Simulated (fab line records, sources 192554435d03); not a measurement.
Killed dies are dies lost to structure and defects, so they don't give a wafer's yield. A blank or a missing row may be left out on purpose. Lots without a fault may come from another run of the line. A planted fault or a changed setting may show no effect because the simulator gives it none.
Chamber matching | flow n5_finfet | N5_MOL_CONTACT_COAG_ETCH_89 on rie_diel-01: 4 sister chambers
The step etches underlayer in N2/H2, target depth 13 nm, time 10.4 s. 18 wafers are shown with their chamber, then 9 later ones without.

WAFERS WITH THEIR CHAMBER
wafer  | chamber | drypump_motor_current_A (A) | showerhead_plenum_p_Torr (Torr) | etch_rf_on_time_s (s)
L074.4 | 0       | 6.4                         | 2.63                            | 10.45
L074.5 | 3       | 6.3                         | 2.62                            | 10.36
L074.6 | 1       | 5.7                         | 2.70                            | 10.31
L078.3 | 0       | 6.3                         | 2.63                            | 10.53
L078.4 | 2       | 5.2                         | 2.60                            | 10.91
L078.5 | 2       | 5.2                         | 2.60                            | 10.86
L083.1 | 1       | 5.7                         | 2.70                            | 10.26
L083.3 | 0       | 6.3                         | 2.63                            | 10.30
L083.4 | 0       | 6.3                         | 2.63                            | 10.33
L084.1 | 3       | 6.3                         | 2.61                            | 10.31
L084.3 | 0       | 6.4                         | 2.63                            | 10.27
L084.6 | 1       | 5.7                         | 2.70                            | 10.33
L086.3 | 0       | 6.4                         | 2.62                            | 10.38
L086.5 | 3       | 6.3                         | 2.61                            | 10.35
L086.6 | 2       | 5.2                         | 2.59                            | 10.49
L088.2 | 2       | 5.2                         | 2.59                            | 10.61
L088.3 | 1       | 5.7                         | 2.69                            | 10.29
L088.4 | 3       | 6.3                         | 2.61                            | 10.31

SIGNATURES (means of the wafers above)
reading                  | chamber 0 | chamber 1 | chamber 2 | chamber 3 | scatter within a chamber
drypump_motor_current_A  | 6.350     | 5.700     | 5.200     | 6.300     | 0.0327
showerhead_plenum_p_Torr | 2.6283    | 2.6975    | 2.5950    | 2.6125    | 0.00488
etch_rf_on_time_s        | 10.3767   | 10.2975   | 10.7175   | 10.3325   | 0.111
Rule: a wafer's distance from a chamber is the root of the sum, over the readings, of the square of ((its reading less the chamber's mean) divided by the reading's scatter). The wafer belongs to the nearest chamber; if the next one is less than 2 further off, it can't be placed. The scatter: the root of (the sum of the squares of (reading less its chamber's mean) over the shown wafers, divided by (wafers less chambers)).

WAFERS WITHOUT THEIR CHAMBER
wafer  | drypump_motor_current_A (A) | showerhead_plenum_p_Torr (Torr) | etch_rf_on_time_s (s)
L092.4 | 6.3                         | 2.60                            | 10.30
L092.5 | 5.2                         | 2.59                            | 10.47
L092.6 | 6.3                         | 2.60                            | 10.19
L093.1 | 5.7                         | 2.69                            | 10.45
L093.4 | 5.2                         | 2.59                            | 10.60
L093.5 | 5.7                         | 2.69                            | 10.50
L097.2 | 5.7                         | 2.68                            | 10.42
L097.3 | 5.2                         | 2.58                            | 10.71
L097.5 | 5.7                         | 2.68                            | 10.47

WHICH CHAMBER EACH WENT THROUGH
wafer  | from the rows above | in truth
L092.4 | 3                   | 3
L092.5 | 2                   | 2
L092.6 | 3                   | 3
L093.1 | 1                   | 1
L093.4 | 2                   | 2
L093.5 | 1                   | 1
L097.2 | 1                   | 1
L097.3 | 2                   | 2
L097.5 | 1                   | 1
Placed correctly: 9 of 9. Can't be placed from these rows: 0. Placed wrongly: 0.
